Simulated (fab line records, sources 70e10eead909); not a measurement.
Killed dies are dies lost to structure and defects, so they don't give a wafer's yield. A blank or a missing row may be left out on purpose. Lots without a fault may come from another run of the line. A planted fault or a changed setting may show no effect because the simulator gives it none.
fab line records | flow nand_harc
record lots=24 wafers=72 last_day=24
route steps=1159 shown P_BONDPAD@370 A_ONON_D1@445 A_CHANNEL_HOLE_D1@477 A_STAIRCASE@548
lots that met no fault: from a run of the same line without faults
start_h: hours from the record's first day to the start of the lot's first wafer shown | wait_h: hours since the lot's step before | " the same as in the row above | L1.1+2: a row that stands for several wafers | - no value, or no start given | * or withheld: withheld | < > ~ a bound
route shown NAME@n: a module of which the file shows steps, and the number in the route of the first | usual: mean/standard deviation of fault-free wafers | same: alike in all rows | chamber/n: place in a boat | sites: the reading at each site | _std_site: their standard deviation | _edge_site: outer sites' mean less inner sites' | radius_mm: how far each site lies from the wafer's centre | mask NAME#n: copy n | behind: the tool/chamber that last shaped the wafer | hold: why the lot was held/for how many hours/how that ended | device: the transistor (n, p or np) that didn't switch | end of line: the same wafers' tests at the end of the route | a step without rows: its recipe alone | killed: dies lost to structure and defects at the first sort, not the wafer's yield | map: a wafer's dies, x killed, . not, _ none there
set.NAME: the setting as run; set.NAME@STEP: as run at that earlier step | model.NAME: the simulator's own value behind a step, which no gauge read
steps of the route over a sample of lots; a table a step, a row a wafer
services: from which hour (start_h, from the record's first day; less than 0 if before it) a tool's chamber was out of use, for how many hours, and why
## steps
# step NHARC_P_BONDPAD_CD_MEAS_13
# usual cd_nm=499.7/2.2
# columns lot.wafer tool chamber start_h wait_h cd_nm
L074.1 cd_sem-02 - 123.91 - 500.1
L074.4 " - " " 500.5
L074.5 " - " " 497.1
L077.4 cd_sem-03 - 148.82 - 502.0
L077.5 " - " " 501.4
L077.6 " - " " 497.1
L076.3 cd_sem-02 - 148.96 - 498.4
L076.4 " - " " 501.4
L076.5 " - " " 498.7
L078.1 cd_sem-02 - 151.96 - 499.7
L078.2 " - " " 499.7
L078.6 " - " " 499.9
L075.2 cd_sem-03 - 152.34 - 504.9
L075.4 " - " " 502.4
L075.6 " - " " 501.5
L079.2 cd_sem-03 - 167.25 - 498.1
L079.4 " - " " 499.2
L079.6 " - " " 499.7
L080.1 cd_sem-01 - 169.79 - 498.8
L080.2 " - " " 497.4
L080.6 " - " " 498.9
L081.2 cd_sem-02 - 170.72 - 501.1
L081.3 " - " " 496.8
L081.5 " - " " 495.6
L082.1 cd_sem-03 - 175.32 - 501.2
L082.3 " - " " 502.2
L082.6 " - " " 498.0
L083.1 cd_sem-02 - 188.36 - 501.7
L083.3 " - " " 500.9
L083.5 " - " " 498.4
L087.4 cd_sem-02 - 205.48 - 499.3
L087.5 " - " " 499.9
L087.6 " - " " 504.2
L086.2 cd_sem-02 - 206.22 - 500.5
L086.4 " - " " 499.0
L086.5 " - " " 501.1
L084.1 cd_sem-02 - 206.53 - 496.6
L084.2 " - " " 499.7
L084.4 " - " " 501.0
L085.1 cd_sem-03 - 215.35 - 501.9
L085.3 " - " " 498.7
L085.5 " - " " 496.4
L088.3 cd_sem-02 - 221.18 - 501.0
L088.4 " - " " 500.0
L088.6 " - " " 501.3
L089.1 cd_sem-03 - 221.73 - 503.9
L089.5 " - " " 499.6
L089.6 " - " " 496.2
L090.1 cd_sem-01 - 226.44 - 501.6
L090.2 " - " " 502.5
L090.3 " - " " 497.9
L091.3 cd_sem-02 - 228.99 - 497.4
L091.5 " - " " 497.9
L091.6 " - " " 500.4
L093.2 cd_sem-01 - 238.05 - 504.9
L093.4 " - " " 501.4
L093.6 " - " " 501.1
L092.1 cd_sem-02 - 238.67 - 495.4
L092.3 " - " " 501.3
L092.4 " - " " 498.6
L094.1 cd_sem-02 - 244.14 - 496.2
L094.2 " - " " 496.1
L094.5 " - " " 499.8
L096.1 cd_sem-03 - 255.59 - 503.2
L096.3 " - " " 502.7
L096.5 " - " " 498.6
L095.2 cd_sem-02 - 256.36 - 503.8
L095.4 " - " " 496.7
L095.6 " - " " 499.8
L097.1 cd_sem-03 - 281.99 - 495.0
L097.2 " - " " 497.7
L097.3 " - " " 496.3
# step NHARC_P_BONDPAD_PVD_27
# recipe target_thk_a=300 chamber_pressure_pa=5 power_w=5000 substrate_temp_c=30 time_s=20.49 material=Cu
# usual chamber_pressure_pa=4.998/0.011 throttle_valve_pct=29.9/1.1
# columns lot.wafer tool chamber start_h wait_h chamber_pressure_pa throttle_valve_pct
L074.4 pvd_sputter-02 - - - 5.000 29.8
L074.1 " - " " 4.993 28.5
L074.5 " - " " 4.988 29.7
L077.4 pvd_sputter-01 - - - 5.012 28.5
L077.6 " - " " 4.990 30.7
L077.5 " - " " 4.998 30.9
L076.3 pvd_sputter-03 - - - 4.992 28.9
L076.4 " - " " 4.984 29.0
L076.5 " - " " 4.998 29.2
L078.1 pvd_sputter-01 - - - 4.983 30.7
L078.2 " - " " 5.001 28.4
L078.6 " - " " 5.013 28.3
L075.2 pvd_sputter-02 - - - 4.995 29.9
L075.4 " - " " 4.986 28.6
L075.6 " - " " 4.993 29.7
L079.2 pvd_sputter-02 - - - 5.022 29.6
L079.4 " - " " 5.017 28.4
L079.6 " - " " 4.987 28.5
L080.2 pvd_sputter-01 - - - 4.996 27.9
L080.1 " - " " 4.986 29.0
L080.6 " - " " 5.014 30.9
L081.2 pvd_sputter-03 - - - 5.018 31.5
L081.3 " - " " 4.998 31.4
L081.5 " - " " 5.000 31.5
L082.3 pvd_sputter-01 - - - 4.995 27.9
L082.1 " - " " 5.016 28.2
L082.6 " - " " 4.984 31.0
L083.1 pvd_sputter-03 - - - 4.984 31.3
L083.3 " - " " 5.011 31.6
L083.5 " - " " 5.002 29.3
L087.4 pvd_sputter-03 - - - 4.996 29.5
L087.6 " - " " 4.985 31.1
L087.5 " - " " 5.007 29.3
L086.2 pvd_sputter-02 - - - 4.990 28.6
L086.4 " - " " 4.996 29.4
L086.5 " - " " 4.993 28.5
L084.4 pvd_sputter-01 - - - 4.993 31.1
L084.2 " - " " 4.985 28.1
L084.1 " - " " 4.998 30.9
L085.3 pvd_sputter-03 - - - 4.992 31.3
L085.1 " - " " 4.985 29.1
L085.5 " - " " 5.004 31.4
L088.3 pvd_sputter-03 - - - 4.982 29.1
L088.4 " - " " 5.009 31.2
L088.6 " - " " 5.007 31.5
L089.1 pvd_sputter-03 - - - 5.002 29.0
L089.6 " - " " 5.003 31.5
L089.5 " - " " 4.987 29.3
L090.1 pvd_sputter-03 - - - 5.000 29.3
L090.2 " - " " 4.992 29.2
L090.3 " - " " 5.011 31.9
L091.3 pvd_sputter-02 - - - 4.997 29.6
L091.6 " - " " 5.002 29.8
L091.5 " - " " 4.999 30.4
L093.4 pvd_sputter-02 - - - 4.990 29.3
L093.2 " - " " 5.004 29.6
L093.6 " - " " 4.995 30.4
L092.3 pvd_sputter-03 - - - 4.996 31.7
L092.1 " - " " 5.005 29.3
L092.4 " - " " 4.998 31.5
L094.2 pvd_sputter-02 - - - 4.990 29.6
L094.1 " - " " 5.008 30.4
L094.5 " - " " 5.006 29.6
L096.3 pvd_sputter-01 - - - 4.989 31.2
L096.1 " - " " 4.996 28.3
L096.5 " - " " 4.998 28.4
L095.2 pvd_sputter-03 - - - 5.006 31.5
L095.4 " - " " 5.007 31.6
L095.6 " - " " 5.007 29.0
L097.2 pvd_sputter-02 - - - 5.001 30.5
L097.3 " - " " 4.987 29.6
L097.1 " - " " 4.997 30.5
# step NHARC_A_ONON_D1_THK_MEAS_30
# recipe thk_meas_gauge=ellipsometry
# usual thk_nm=999/10
# columns lot.wafer tool chamber start_h wait_h thk_nm
L074.1 film_metro-01 - 165.41 - 1005
L074.4 " - " " 1006
L074.5 " - " " 1006
L076.3 film_metro-01 - 190.42 - 1012
L076.4 " - " " 1013
L076.5 " - " " 1014
L075.2 film_metro-02 - 190.43 - 1000
L075.4 " - " " 1000
L075.6 " - " " 1000
L077.4 film_metro-01 - 190.56 - 999
L077.5 " - " " 999
L077.6 " - " " 997
L078.1 film_metro-01 - 190.77 - 993
L078.2 " - " " 993
L078.6 " - " " 992
L081.2 film_metro-02 - 206.27 - 1000
L081.3 " - " " 1001
L081.5 " - " " 1001
L080.1 film_metro-01 - 206.40 - 1000
L080.2 " - " " 997
L080.6 " - " " 998
L079.2 film_metro-02 - 206.62 - 1005
L079.4 " - " " 1004
L079.6 " - " " 1004
L082.1 film_metro-01 - 213.11 - 1005
L082.3 " - " " 1007
L082.6 " - " " 1005
L083.1 film_metro-02 - 226.79 - 1018
L083.3 " - " " 1018
L083.5 " - " " 1022
L084.1 film_metro-01 - 244.52 - 992
L084.2 " - " " 994
L084.4 " - " " 992
L086.2 film_metro-02 - 244.56 - 1001
L086.4 " - " " 1003
L086.5 " - " " 1001
L087.4 film_metro-02 - 244.89 - 1019
L087.5 " - " " 1018
L087.6 " - " " 1018
L085.1 film_metro-01 - 257.41 - 999
L085.3 " - " " 999
L085.5 " - " " 1002
L089.1 film_metro-02 - 257.66 - 990
L089.5 " - " " 992
L089.6 " - " " 992
L088.3 film_metro-01 - 257.77 - 991
L088.4 " - " " 991
L088.6 " - " " 991
L091.3 film_metro-01 - 266.13 - 988
L091.5 " - " " 986
L091.6 " - " " 987
L090.1 film_metro-02 - 266.16 - 976
L090.2 " - " " 973
L090.3 " - " " 975
L093.2 film_metro-02 - 276.93 - 1004
L093.4 " - " " 1002
L093.6 " - " " 1002
L092.1 film_metro-01 - 276.93 - 978
L092.3 " - " " 979
L092.4 " - " " 980
L094.1 film_metro-02 - 283.19 - 1004
L094.2 " - " " 1002
L094.5 " - " " 1003
L095.2 film_metro-01 - 294.15 - 995
L095.4 " - " " 994
L095.6 " - " " 995
L096.1 film_metro-02 - 294.17 - 1006
L096.3 " - " " 1008
L096.5 " - " " 1007
L097.1 film_metro-01 - 320.82 - 1004
L097.2 " - " " 1005
L097.3 " - " " 1003
# step NHARC_A_CHANNEL_HOLE_D1_ETCH_25
# recipe bias_v=5000 source_w=withheld pressure_mtorr=20 time_s=1040.2 ar_flow_sccm=375 c4f8_flow_sccm=93.8 o2_flow_sccm=31.2 temp_c=-20 target_depth_a=15000 chemistry=C4F8/O2/Ar
# usual chamber_pressure_mTorr=20.002/0.018 drypump_motor_current_A=5.7/0.51 he_backside_leak_sccm=5.34/0.29 showerhead_plenum_p_Torr=3.66/0.098 throttle_valve_pct=32.235/0.009
# columns lot.wafer tool chamber start_h wait_h chamber_pressure_mTorr drypump_motor_current_A he_backside_leak_sccm rf_hours_counter_h showerhead_plenum_p_Torr throttle_valve_pct
L074.1 har_etch-01 1 172.96 0.6 19.982 5.2 5.16 180 3.60 32.241
L074.4 " 1 " " 20.021 5.2 5.08 - 3.60 32.246
L074.5 " 0 " " 20.023 6.2 5.17 - 3.75 32.243
L075.2 har_etch-02 1 197.97 0.6 20.002 5.2 5.41 116 3.56 32.228
L075.4 " 1 " " 19.991 5.2 5.13 - 3.56 32.245
L075.6 " 0 " " 20.035 6.3 5.22 - 3.80 32.237
L076.4 har_etch-01 1 198.12 0.7 20.010 5.2 4.92 - 3.60 32.227
L076.3 " 0 " " 19.988 6.1 5.16 - 3.74 32.230
L076.5 " 1 " " 19.999 5.2 5.07 - 3.60 32.241
L078.2 har_etch-02 1 202.13 0.6 19.991 5.2 5.81 120 3.55 32.238
L078.1 " 0 " " 20.019 6.3 5.31 120 3.80 32.242
L078.6 " 0 " " 20.036 6.3 5.70 - 3.80 32.237
L077.4 har_etch-01 0 202.42 0.7 19.995 6.2 5.28 - 3.74 32.222
L077.6 " 1 " " 19.984 5.2 5.42 - 3.60 32.245
L077.5 " 0 " " 20.006 6.2 5.33 - 3.74 32.228
L081.2 har_etch-01 0 213.79 0.6 20.002 6.2 5.13 195 3.74 32.242
L081.3 " 1 " " 19.983 5.2 5.36 - 3.60 32.245
L081.5 " 1 " " 19.999 5.2 5.40 - 3.60 32.227
L080.1 har_etch-02 0 214.46 0.6 20.003 6.3 5.31 127 3.80 32.234
L080.2 " 1 " " 20.004 5.2 5.07 127 3.55 32.234
L080.6 " 1 " " 19.999 5.2 5.10 - 3.55 32.228
L079.2 har_etch-02 1 218.61 0.6 20.000 5.2 5.55 131 3.55 32.224
L079.4 " 1 " " 19.994 5.2 4.90 - 3.55 32.228
L079.6 " 0 " " 20.014 6.3 5.72 - 3.79 32.229
L082.1 har_etch-01 1 221.46 0.7 20.015 5.2 5.40 202 3.59 32.243
L082.3 " 1 " " 19.966 5.2 5.48 - 3.59 32.254
L082.6 " 1 " " 19.994 5.2 5.23 - 3.59 32.234
L083.1 har_etch-02 0 234.27 0.6 20.024 6.3 5.51 136 3.79 32.232
L083.3 " 0 " " 20.004 6.3 5.34 - 3.79 32.238
L083.5 " 0 " " 19.971 6.3 5.58 - 3.79 32.225
L084.2 har_etch-02 1 252.21 0.6 20.003 5.2 5.28 143 3.54 32.228
L084.1 " 0 " " 19.996 6.3 4.95 143 3.79 32.236
L084.4 " 0 " " 20.012 6.3 5.49 - 3.79 32.227
L086.2 har_etch-01 1 252.43 0.6 20.025 5.2 5.33 212 3.59 32.242
L086.4 " 0 " " 19.990 6.2 5.25 - 3.73 32.231
L086.5 " 0 " " 20.008 6.2 5.24 - 3.73 32.231
L087.4 har_etch-02 1 256.83 0.7 19.963 5.2 5.77 - 3.54 32.233
L087.6 " 0 " " 20.023 6.3 5.61 - 3.78 32.239
L087.5 " 1 " " 20.036 5.2 5.77 - 3.54 32.235
L085.1 har_etch-01 0 265.57 0.6 19.992 6.2 5.21 219 3.72 32.254
L085.3 " 1 " " 20.028 5.2 5.23 - 3.58 32.236
L085.5 " 0 " " 20.031 6.2 5.32 - 3.72 32.245
L089.1 har_etch-02 1 266.58 0.6 20.024 5.2 5.50 151 3.54 32.230
L089.6 " 1 " " 19.978 5.2 5.18 - 3.54 32.230
L089.5 " 0 " " 19.989 6.3 5.31 - 3.78 32.235
L088.3 har_etch-01 0 270.04 0.7 20.022 6.2 5.33 - 3.72 32.226
L088.4 " 1 " " 19.985 5.3 5.48 - 3.58 32.226
L088.6 " 1 " " 19.985 5.3 5.35 - 3.58 32.229
L091.3 har_etch-01 1 274.34 0.7 19.992 5.3 5.62 - 3.58 32.240
L091.5 " 0 " " 20.037 6.1 5.66 - 3.72 32.252
L091.6 " 1 " " 20.010 5.2 5.39 - 3.58 32.220
L090.2 har_etch-02 1 274.68 0.7 20.016 5.2 5.29 158 3.54 32.238
L090.1 " 0 " " 19.993 6.3 5.53 158 3.78 32.236
L090.3 " 1 " " 20.009 5.2 5.31 - 3.54 32.216
L093.2 har_etch-01 0 284.73 0.7 19.997 6.2 5.01 230 3.72 32.233
L093.4 " 1 " " 20.010 5.2 5.06 - 3.58 32.219
L093.6 " 0 " " 19.999 6.1 5.28 - 3.72 32.231
L092.1 har_etch-02 0 284.80 0.7 20.026 6.3 5.42 162 3.78 32.243
L092.3 " 1 " " 19.981 5.2 5.00 - 3.53 32.241
L092.4 " 0 " " 20.008 6.3 5.56 - 3.78 32.233
L094.2 har_etch-01 0 292.43 0.6 19.976 6.1 5.34 236 3.71 32.240
L094.1 " 1 " " 19.978 5.2 5.76 236 3.57 32.237
L094.5 " 0 " " 20.021 6.1 5.39 - 3.71 32.244
L095.2 har_etch-01 1 307.19 0.6 20.009 5.2 5.10 243 3.57 32.245
L095.4 " 0 " " 20.032 6.2 5.65 - 3.71 32.245
L095.6 " 0 " " 20.010 6.2 5.59 - 3.71 32.235
L096.1 har_etch-02 0 307.54 0.6 19.980 6.3 5.29 169 3.77 32.238
L096.3 " 0 " " 19.988 6.3 5.59 - 3.77 32.231
L096.5 " 1 " " 20.013 5.2 5.56 - 3.53 32.232
L097.2 har_etch-01 0 328.34 0.6 20.011 6.2 4.72 3 3.71 32.235
L097.1 " 1 " " 19.999 5.2 4.71 3 3.57 32.228
L097.3 " 1 " " 20.002 5.2 4.77 - 3.57 32.251
# step NHARC_A_STAIRCASE_TRIM_12
# recipe time_s=211.2 o2_flow_sccm=500 ar_flow_sccm=0 bias_w=0 chemistry=O2
# usual chamber_pressure_mTorr=59.99/0.057 drypump_motor_current_A=5.9/0.45 oes_product_au=0.996/0.011 rf_vpp_V=57.7/0.89 showerhead_plenum_p_Torr=3.51/0.13 throttle_valve_pct=17.037/0.0084
# columns lot.wafer tool chamber start_h wait_h chamber_pressure_mTorr drypump_motor_current_A oes_product_au rf_hours_counter_h rf_vpp_V showerhead_plenum_p_Torr throttle_valve_pct
L074.1 rie_diel-13 0 236.45 0.6 60.12 5.9 1.002 44 57.4 3.61 17.031
L074.4 " 0 " " 59.92 5.9 0.999 - 57.9 3.61 17.041
L074.5 " 2 " " 59.93 6.3 1.006 - 57.4 3.39 17.052
L075.4 rie_diel-08 2 253.77 0.1 59.98 6.3 0.993 46 55.3 3.49 17.047
L075.2 " 3 " " 60.03 6.4 0.998 47 57.9 3.47 17.036
L075.6 " 1 " " 59.96 6.4 0.999 - 57.8 3.37 17.024
L077.4 rie_diel-08 1 256.50 0.1 59.99 6.5 1.004 47 57.1 3.37 17.044
L077.5 " 1 " " 59.99 6.4 1.006 - 56.7 3.37 17.021
L077.6 " 2 " " 59.91 6.3 0.992 - 57.5 3.49 17.035
L076.4 rie_diel-13 1 256.66 0.1 60.00 5.7 0.991 49 57.9 3.78 17.031
L076.3 " 2 " " 59.96 6.3 0.994 53 59.1 3.39 17.035
L076.5 " 1 " " 59.99 5.7 0.985 - 59.6 3.78 17.030
L078.1 rie_diel-13 2 257.41 0.1 60.03 6.3 1.008 53 57.8 3.39 17.041
L078.2 " 3 " " 60.03 5.4 1.017 51 57.9 3.51 17.041
L078.6 " 2 " " 59.94 6.3 1.005 - 56.9 3.39 17.037
L081.2 rie_diel-13 1 267.59 0.1 59.92 5.7 0.993 55 59.3 3.78 17.044
L081.3 " 2 " " 60.18 6.3 0.998 58 58.4 3.38 17.026
L081.5 " 3 " " 60.01 5.4 1.000 - 58.6 3.51 17.039
L080.2 rie_diel-13 2 267.82 0.3 59.85 6.3 1.005 58 56.9 3.38 17.027
L080.1 " 3 " " 60.00 5.4 1.011 56 57.9 3.51 17.043
L080.6 " 3 " " 60.01 5.4 0.994 - 56.8 3.51 17.039
L079.2 rie_diel-13 2 273.18 0.2 60.00 6.3 0.993 61 56.9 3.38 17.050
L079.4 " 3 " " 60.04 5.4 1.011 59 58.4 3.51 17.032
L079.6 " 0 " " 60.02 5.9 0.991 - 58.0 3.61 17.041
L082.3 rie_diel-13 0 273.37 0.1 60.03 5.9 0.991 53 57.2 3.61 17.033
L082.1 " 2 " " 60.03 6.3 1.000 61 58.1 3.38 17.031
L082.6 " 3 " " 60.01 5.4 1.014 - 57.6 3.51 17.041
L083.1 rie_diel-13 3 290.33 0.1 59.93 5.4 1.001 1 57.4 3.50 17.033
L083.3 " 0 " " 60.06 5.9 1.001 1 56.7 3.61 17.050
L083.5 " 2 " " 60.06 6.4 1.001 - 58.2 3.38 17.030
L086.2 rie_diel-09 2 307.01 0.1 60.11 5.4 1.012 18 57.3 3.65 17.035
L086.4 " 3 " " 60.02 5.3 1.013 15 59.0 3.61 17.047
L086.5 " 2 " " 59.92 5.4 1.004 - 58.2 3.65 17.031
L084.4 rie_diel-09 3 307.23 0.1 60.01 5.3 0.990 15 58.0 3.61 17.047
L084.1 " 1 " " 59.97 6.8 0.989 19 58.0 3.50 17.042
L084.2 " 2 " " 60.00 5.4 0.996 18 57.2 3.65 17.021
L087.4 rie_diel-13 2 311.74 0.3 59.96 6.4 1.001 7 56.5 3.38 17.029
L087.5 " 1 " " 60.01 5.7 0.989 - 59.2 3.77 17.044
L087.6 " 2 " " 60.01 6.3 1.003 - 57.7 3.38 17.039
L089.1 rie_diel-08 2 319.29 0.1 60.03 6.3 0.989 3 56.9 3.48 17.029
L089.5 " 1 " " 59.91 6.5 1.000 - 57.2 3.36 17.033
L089.6 " 2 " " 59.99 6.3 0.981 - 58.8 3.48 17.035
L085.3 rie_diel-13 2 319.78 0.2 59.93 6.3 0.994 10 58.0 3.37 17.038
L085.1 " 0 " " 60.02 5.9 1.005 11 58.3 3.60 17.030
L085.5 " 3 " " 59.99 5.4 1.001 - 58.7 3.50 17.029
L091.3 rie_diel-08 2 326.98 0.1 60.02 6.3 0.999 6 58.1 3.48 17.037
L091.6 " 0 " " 59.96 5.7 0.988 - 58.2 3.48 17.049
L091.5 " 1 " " 59.97 6.5 1.007 - 56.5 3.35 17.043
L088.4 rie_diel-08 1 327.03 0.1 60.01 6.4 0.984 6 56.7 3.35 17.027
L088.3 " 3 " " 59.97 6.4 0.986 6 56.5 3.45 17.040
L088.6 " 2 " " 60.05 6.3 0.981 - 57.1 3.48 17.046
L090.1 rie_diel-09 0 327.38 0.1 59.94 5.8 0.978 25 57.7 3.31 17.037
L090.3 " 1 " " 60.02 6.8 0.992 26 58.2 3.50 17.033
L090.2 " 2 " " 59.97 5.4 1.006 26 58.6 3.65 17.032
L092.3 rie_diel-09 2 339.03 0.1 59.98 5.4 1.010 33 58.8 3.64 17.041
L092.4 " 3 " " 59.91 5.3 0.997 31 59.4 3.60 17.033
L092.1 " 0 " " 60.06 5.8 0.975 32 57.9 3.31 17.039
L093.4 rie_diel-08 3 339.19 0.1 60.03 6.3 1.002 12 56.3 3.45 17.044
L093.2 " 0 " " 60.05 5.7 0.989 12 55.2 3.48 17.052
L093.6 " 2 " " 59.88 6.3 0.996 - 57.4 3.48 17.053
L094.1 rie_diel-13 3 346.20 0.1 60.05 5.4 1.007 23 57.2 3.49 17.034
L094.2 " 1 " " 59.97 5.7 1.009 24 57.8 3.76 17.033
L094.5 " 2 " " 59.94 6.4 0.997 - 58.0 3.37 17.036
L096.1 rie_diel-13 0 360.99 0.1 60.06 5.9 1.003 29 57.4 3.59 17.055
L096.3 " 1 " " 59.96 5.7 1.009 28 58.3 3.76 17.048
L096.5 " 3 " " 60.06 5.4 1.012 - 57.0 3.49 17.028
L095.2 rie_diel-09 0 363.69 0.1 60.07 5.8 0.982 40 57.4 3.30 17.043
L095.4 " 1 " " 59.93 6.8 0.991 40 57.5 3.49 17.036
L095.6 " 3 " " 60.02 5.3 0.998 - 57.7 3.60 17.035
L097.1 rie_diel-09 0 381.28 0.1 60.01 5.8 0.978 45 57.2 3.30 17.052
L097.2 " 1 " " 59.99 6.8 0.983 45 56.8 3.49 17.030
L097.3 " 2 " " 60.04 5.4 1.002 47 58.8 3.63 17.050
# step NHARC_A_STAIRCASE_DESCUM_186
# recipe time_s=3 o2_flow_sccm=200 ar_flow_sccm=0 bias_power_w=0 chemistry=O2
# usual chamber_pressure_mTorr=60.00/0.062 drypump_motor_current_A=6.0/0.39 oes_product_au=0.998/0.0085 rf_vpp_V=57.8/0.97 showerhead_plenum_p_Torr=1.90/0.072 throttle_valve_pct=11.310/0.009
# same bias_power_w=0
# columns lot.wafer tool chamber start_h wait_h chamber_pressure_mTorr drypump_motor_current_A oes_product_au rf_hours_counter_h rf_vpp_V showerhead_plenum_p_Torr throttle_valve_pct
L074.1 rie_diel-13 3 240.59 - 59.97 5.4 1.014 47 56.7 1.90 11.322
L074.5 " 3 " " 60.08 5.4 1.021 - 58.0 1.90 11.313
L074.4 " 0 " " 60.08 5.9 1.010 - 57.6 1.96 11.316
L075.4 rie_diel-08 3 258.16 - 60.07 6.3 0.996 49 57.0 1.88 11.305
L075.2 " 0 " " 60.02 5.7 1.003 50 56.5 1.89 11.303
L075.6 " 3 " " 59.93 6.3 0.997 - 56.5 1.88 11.300
L076.4 rie_diel-08 2 260.92 - 59.97 6.3 0.987 49 58.0 1.89 11.313
L076.3 " 3 " " 60.00 6.4 1.010 50 56.1 1.88 11.319
L076.5 " 1 " " 59.93 6.5 1.004 - 57.1 1.82 11.306
L077.4 rie_diel-08 2 261.08 - 59.98 6.3 0.986 50 57.7 1.89 11.319
L077.5 " 2 " " 59.91 6.3 0.998 - 57.8 1.89 11.321
L077.6 " 3 " " 59.98 6.3 0.991 - 58.5 1.88 11.309
L078.1 rie_diel-08 0 262.39 - 59.96 5.7 0.987 53 58.1 1.89 11.311
L078.2 " 2 " " 60.02 6.3 0.998 50 58.2 1.89 11.318
L078.6 " 1 " " 60.13 6.4 1.001 - 56.0 1.82 11.317
L081.2 rie_diel-13 3 272.22 - 60.05 5.4 1.013 59 55.8 1.90 11.310
L081.3 " 1 " " 60.06 5.7 0.985 57 58.8 2.06 11.314
L081.5 " 0 " " 59.93 5.9 0.987 - 59.6 1.96 11.330
L080.1 rie_diel-08 2 272.47 - 60.12 6.3 0.996 55 58.0 1.89 11.313
L080.2 " 3 " " 59.94 6.3 0.996 57 59.0 1.88 11.301
L080.6 " 0 " " 59.93 5.7 0.998 - 57.9 1.89 11.312
L082.3 rie_diel-08 3 280.91 - 60.01 6.4 1.005 61 56.9 1.87 11.306
L082.1 " 0 " " 60.05 5.7 1.006 62 57.6 1.89 11.302
L082.6 " 2 " " 59.97 6.3 0.980 - 56.7 1.89 11.315
L079.4 rie_diel-08 3 281.09 - 59.94 6.4 1.001 62 58.7 1.87 11.321
L079.2 " 0 " " 60.11 5.7 1.001 62 57.7 1.89 11.308
L079.6 " 2 " " 59.98 6.3 0.992 - 58.1 1.89 11.310
L083.3 rie_diel-13 2 294.22 - 60.06 6.3 0.994 2 58.2 1.83 11.296
L083.1 " 0 " " 59.97 5.9 1.000 2 57.0 1.96 11.295
L083.5 " 2 " " 60.04 6.4 0.992 - 57.9 1.83 11.314
L086.2 rie_diel-13 3 310.92 - 60.07 5.4 1.010 7 57.0 1.90 11.317
L086.4 " 0 " " 60.14 5.9 0.998 8 57.0 1.96 11.290
L086.5 " 1 " " 59.98 5.7 1.002 - 57.8 2.05 11.317
L084.2 rie_diel-13 1 311.21 - 59.98 5.7 0.984 7 59.6 2.05 11.314
L084.1 " 2 " " 60.11 6.3 0.994 6 58.8 1.83 11.319
L084.4 " 3 " " 59.93 5.4 1.005 7 55.9 1.90 11.318
L087.4 rie_diel-09 3 315.83 - 59.96 5.3 0.998 19 59.4 1.96 11.314
L087.5 " 0 " " 59.97 5.7 0.984 - 59.1 1.79 11.311
L087.6 " 1 " " 60.01 6.8 0.998 - 57.0 1.90 11.317
L089.1 rie_diel-13 1 323.03 - 60.02 5.7 0.999 12 58.8 2.05 11.301
L089.5 " 0 " " 60.02 5.9 1.003 - 57.7 1.96 11.307
L089.6 " 1 " " 60.03 5.7 0.996 - 58.3 2.05 11.319
L085.3 rie_diel-13 3 323.99 - 60.06 5.4 1.010 12 58.4 1.90 11.295
L085.1 " 2 " " 59.92 6.4 1.008 12 57.9 1.82 11.300
L085.5 " 0 " " 59.95 5.9 1.010 - 58.2 1.96 11.303
L091.3 rie_diel-13 1 332.25 - 59.98 5.7 1.001 17 58.8 2.05 11.310
L091.6 " 0 " " 60.04 5.9 0.998 - 56.6 1.95 11.313
L091.5 " 1 " " 60.08 5.7 1.005 - 57.7 2.05 11.301
L088.4 rie_diel-08 1 332.41 - 59.97 6.4 0.995 9 57.0 1.81 11.315
L088.3 " 2 " " 59.96 6.3 0.984 10 57.2 1.88 11.307
L088.6 " 0 " " 60.11 5.7 0.992 - 57.4 1.89 11.315
L090.1 rie_diel-08 2 334.28 - 60.04 6.3 0.988 11 57.7 1.88 11.319
L090.2 " 3 " " 59.97 6.4 0.998 10 56.2 1.87 11.319
L090.3 " 0 " " 60.02 5.7 0.990 10 57.9 1.89 11.311
L093.2 rie_diel-13 1 342.92 - 60.06 5.7 0.996 23 60.8 2.05 11.301
L093.4 " 2 " " 59.97 6.4 1.007 22 57.6 1.82 11.315
L093.6 " 2 " " 59.94 6.3 1.005 - 59.1 1.82 11.306
L092.1 rie_diel-09 2 343.13 - 60.00 5.3 1.009 35 57.8 1.98 11.328
L092.3 " 3 " " 59.97 5.3 0.996 33 58.3 1.96 11.302
L092.4 " 0 " " 59.86 5.8 0.977 33 57.7 1.78 11.311
L094.2 rie_diel-13 1 350.41 - 60.03 5.7 1.004 26 58.9 2.05 11.309
L094.1 " 3 " " 60.06 5.4 1.004 26 57.8 1.89 11.301
L094.5 " 2 " " 60.01 6.4 1.015 - 58.0 1.82 11.325
L096.3 rie_diel-08 0 364.59 - 60.01 5.6 0.980 19 56.5 1.88 11.312
L096.1 " 2 " " 60.00 6.3 0.988 21 59.1 1.88 11.319
L096.5 " 3 " " 60.01 6.4 0.995 - 57.6 1.87 11.319
L095.2 rie_diel-08 2 367.87 - 59.89 6.3 0.998 22 57.7 1.88 11.309
L095.4 " 3 " " 59.93 6.4 0.996 21 57.7 1.87 11.328
L095.6 " 2 " " 60.01 6.2 1.008 - 55.4 1.88 11.314
L097.2 rie_diel-13 1 385.50 - 60.02 5.7 1.002 35 56.4 2.04 11.305
L097.1 " 3 " " 59.91 5.4 1.012 33 56.1 1.89 11.303
L097.3 " 0 " " 59.98 5.9 1.006 34 58.7 1.95 11.318
## services
# columns tool chamber start_h hours kind
pvd_sputter-03 - 102.00 10.0 pm
rie_diel-08 0 107.63 5.6 repair
rie_diel-08 - 125.85 9.0 pm
rie_diel-13 - 154.72 0.8 repair
pvd_sputter-03 - 164.64 4.3 repair
har_etch-01 - 175.79 13.5 repair
rie_diel-13 0 199.13 4.1 repair
pvd_sputter-02 - 214.02 10.0 pm
rie_diel-13 1 232.74 8.7 repair
rie_diel-09 - 238.48 0.9 repair
rie_diel-08 1 243.07 5.1 repair
pvd_sputter-03 - 249.94 2.9 repair
rie_diel-13 0 261.74 9.7 repair
rie_diel-08 - 272.88 0.7 repair
rie_diel-08 0 275.11 3.0 repair
rie_diel-13 - 276.05 9.0 pm
pvd_sputter-03 - 280.00 10.0 pm
har_etch-02 - 293.99 3.9 repair
rie_diel-13 - 296.68 1.2 repair
rie_diel-08 - 302.89 9.0 pm
har_etch-01 - 308.44 17.0 pm
har_etch-01 - 342.14 3.5 repair
har_etch-02 - 357.87 6.0 repair
pvd_sputter-03 - 376.11 16.5 repair
## key
fault none
